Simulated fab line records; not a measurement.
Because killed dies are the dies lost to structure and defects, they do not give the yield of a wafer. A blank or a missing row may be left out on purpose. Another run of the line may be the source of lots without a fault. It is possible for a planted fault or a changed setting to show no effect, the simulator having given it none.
Chamber matching / flow nand_harc / NHARC_P_ZERO_WELL_DESCUM_39 on rie_diel-10: 4 sister chambers
The step chemistry O2, time 3 s. 16 wafers are shown with their chamber, then 8 later ones without.

## WAFERS, EACH WITH ITS CHAMBER
wafer=L078.1; chamber=3; drypump_motor_current_A (A)=4.7; oes_product_au (a.u.)=1.006; rf_vpp_V (V)=57.5
wafer=L078.2; chamber=0; drypump_motor_current_A (A)=5.4; oes_product_au (a.u.)=0.999; rf_vpp_V (V)=59.0
wafer=L078.6; chamber=3; drypump_motor_current_A (A)=4.7; oes_product_au (a.u.)=0.998; rf_vpp_V (V)=59.0
wafer=L078.3; chamber=1; drypump_motor_current_A (A)=6.4; oes_product_au (a.u.)=0.991; rf_vpp_V (V)=57.9
wafer=L078.4; chamber=2; drypump_motor_current_A (A)=6.0; oes_product_au (a.u.)=0.994; rf_vpp_V (V)=56.3
wafer=L078.5; chamber=0; drypump_motor_current_A (A)=5.4; oes_product_au (a.u.)=1.003; rf_vpp_V (V)=59.3
wafer=L081.2; chamber=1; drypump_motor_current_A (A)=6.4; oes_product_au (a.u.)=0.989; rf_vpp_V (V)=57.6
wafer=L081.4; chamber=0; drypump_motor_current_A (A)=5.4; oes_product_au (a.u.)=1.006; rf_vpp_V (V)=58.6
wafer=L081.6; chamber=0; drypump_motor_current_A (A)=5.4; oes_product_au (a.u.)=0.999; rf_vpp_V (V)=59.7
wafer=L081.1; chamber=2; drypump_motor_current_A (A)=6.0; oes_product_au (a.u.)=0.999; rf_vpp_V (V)=58.8
wafer=L081.3; chamber=3; drypump_motor_current_A (A)=4.7; oes_product_au (a.u.)=0.982; rf_vpp_V (V)=57.2
wafer=L081.5; chamber=1; drypump_motor_current_A (A)=6.4; oes_product_au (a.u.)=0.977; rf_vpp_V (V)=58.7
wafer=L084.1; chamber=0; drypump_motor_current_A (A)=5.4; oes_product_au (a.u.)=1.008; rf_vpp_V (V)=59.0
wafer=L084.4; chamber=2; drypump_motor_current_A (A)=6.0; oes_product_au (a.u.)=0.996; rf_vpp_V (V)=59.1
wafer=L084.6; chamber=1; drypump_motor_current_A (A)=6.4; oes_product_au (a.u.)=0.989; rf_vpp_V (V)=58.6
wafer=L085.1; chamber=2; drypump_motor_current_A (A)=6.1; oes_product_au (a.u.)=1.000; rf_vpp_V (V)=57.4

SIGNATURES, as means of the wafers listed above
reading=drypump_motor_current_A; chamber 0=5.400; chamber 1=6.400; chamber 2=6.025; chamber 3=4.700; scatter within a chamber=0.025
reading=oes_product_au; chamber 0=1.00300; chamber 1=0.98650; chamber 2=0.99725; chamber 3=0.99533; scatter within a chamber=0.00652
reading=rf_vpp_V; chamber 0=59.120; chamber 1=58.200; chamber 2=57.900; chamber 3=57.900; scatter within a chamber=0.839
Rule: a wafer lies at a distance from a chamber equal to the root of the sum of squares, over the readings, of (its reading less the chamber's mean, divided by the reading's scatter). The wafer belongs to the nearest chamber; if the next one is less than 2 further off, it can't be placed. The scatter is the square root of a quotient: the sum, over the shown wafers, of each reading's squared deviation from its chamber's mean, divided by wafers minus chambers.

## WAFERS WHOSE CHAMBER IS MISSING
wafer=L085.2; drypump_motor_current_A (A)=6.4; oes_product_au (a.u.)=0.987; rf_vpp_V (V)=57.8
wafer=L085.5; drypump_motor_current_A (A)=5.4; oes_product_au (a.u.)=1.007; rf_vpp_V (V)=57.3
wafer=L087.2; drypump_motor_current_A (A)=4.7; oes_product_au (a.u.)=0.982; rf_vpp_V (V)=57.2
wafer=L087.5; drypump_motor_current_A (A)=4.7; oes_product_au (a.u.)=0.980; rf_vpp_V (V)=57.1
wafer=L087.6; drypump_motor_current_A (A)=6.1; oes_product_au (a.u.)=0.987; rf_vpp_V (V)=57.0
wafer=L091.1; drypump_motor_current_A (A)=6.1; oes_product_au (a.u.)=1.001; rf_vpp_V (V)=57.7
wafer=L091.2; drypump_motor_current_A (A)=5.5; oes_product_au (a.u.)=1.013; rf_vpp_V (V)=59.0
wafer=L091.3; drypump_motor_current_A (A)=6.4; oes_product_au (a.u.)=0.990; rf_vpp_V (V)=57.1

## WHICH CHAMBER EACH WENT THROUGH
wafer=L085.2; from the rows above=1; in truth=1
wafer=L085.5; from the rows above=0; in truth=0
wafer=L087.2; from the rows above=3; in truth=3
wafer=L087.5; from the rows above=3; in truth=3
wafer=L087.6; from the rows above=2; in truth=2
wafer=L091.1; from the rows above=2; in truth=2
wafer=L091.2; from the rows above=0; in truth=0
wafer=L091.3; from the rows above=1; in truth=1
Correctly placed: 8 of 8. Left unplaced by these rows: 0. 0 placed wrongly.
